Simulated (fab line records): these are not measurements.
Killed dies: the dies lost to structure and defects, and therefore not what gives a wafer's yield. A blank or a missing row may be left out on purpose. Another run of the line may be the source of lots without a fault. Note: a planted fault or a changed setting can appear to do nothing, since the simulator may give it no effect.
Chamber matching + flow n5 finfet + N5_MIM_TOP_ALD_00 on ald hk-03: 4 sister chambers
The step deposits Al2O3, purge time 3 s, co reactant pulse time 3 s. 8 wafers are shown with their chamber, then 8 later ones without.

== WAFERS WITH THEIR CHAMBER ==
| wafer  | chamber | precursor pulse height rel |
|--------|---------|----------------------------|
| L081.4 | 0       | 1.017                      |
| L080.2 | 2       | 0.976                      |
| L080.3 | 3       | 1.017                      |
| L080.4 | 0       | 0.973                      |
| L079.1 | 3       | 1.036                      |
| L079.2 | 2       | 0.985                      |
| L079.5 | 1       | 1.015                      |
| L089.1 | 1       | 0.974                      |

== WAFERS WITHOUT THEIR CHAMBER ==
| wafer  | precursor pulse height rel |
|--------|----------------------------|
| L089.2 | 1.000                      |
| L089.3 | 0.996                      |
| L091.2 | 0.997                      |
| L091.3 | 0.983                      |
| L091.5 | 0.988                      |
| L094.2 | 1.007                      |
| L094.3 | 0.942                      |
| L094.4 | 1.012                      |

== CHAMBER TAKEN BY EACH ==
| wafer  | from the rows above               | in truth |
|--------|-----------------------------------|----------|
| L089.2 | can't be placed: 0 or 1 or 2 or 3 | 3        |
| L089.3 | can't be placed: 0 or 1 or 2 or 3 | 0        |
| L091.2 | can't be placed: 0 or 1 or 2 or 3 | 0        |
| L091.3 | can't be placed: 2 or 1 or 0 or 3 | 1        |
| L091.5 | can't be placed: 1 or 0 or 2 or 3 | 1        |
| L094.2 | can't be placed: 0 or 1 or 3 or 2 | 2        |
| L094.3 | can't be placed: 2 or 1 or 0      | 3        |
| L094.4 | can't be placed: 3 or 0 or 1 or 2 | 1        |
0 of 8 placed correctly. From these rows, 8 cannot be placed; in 7 the true chamber is one of the candidates. 0 placed wrongly.
How it was worked out, from the rows above alone: a wafer's distance from a chamber is the root of the sum, over the readings, of the square of ((its reading less the chamber's mean) divided by the reading's scatter). The wafer belongs to the nearest chamber; if the next one is less than 2 further off, it can't be placed. For every chamber, the mean is computed from those of its wafers that are shown. How the scatter is found: for the shown wafers, subtract from each reading the mean of its chamber, square and add these, divide the total by (wafers less chambers), then take the root.
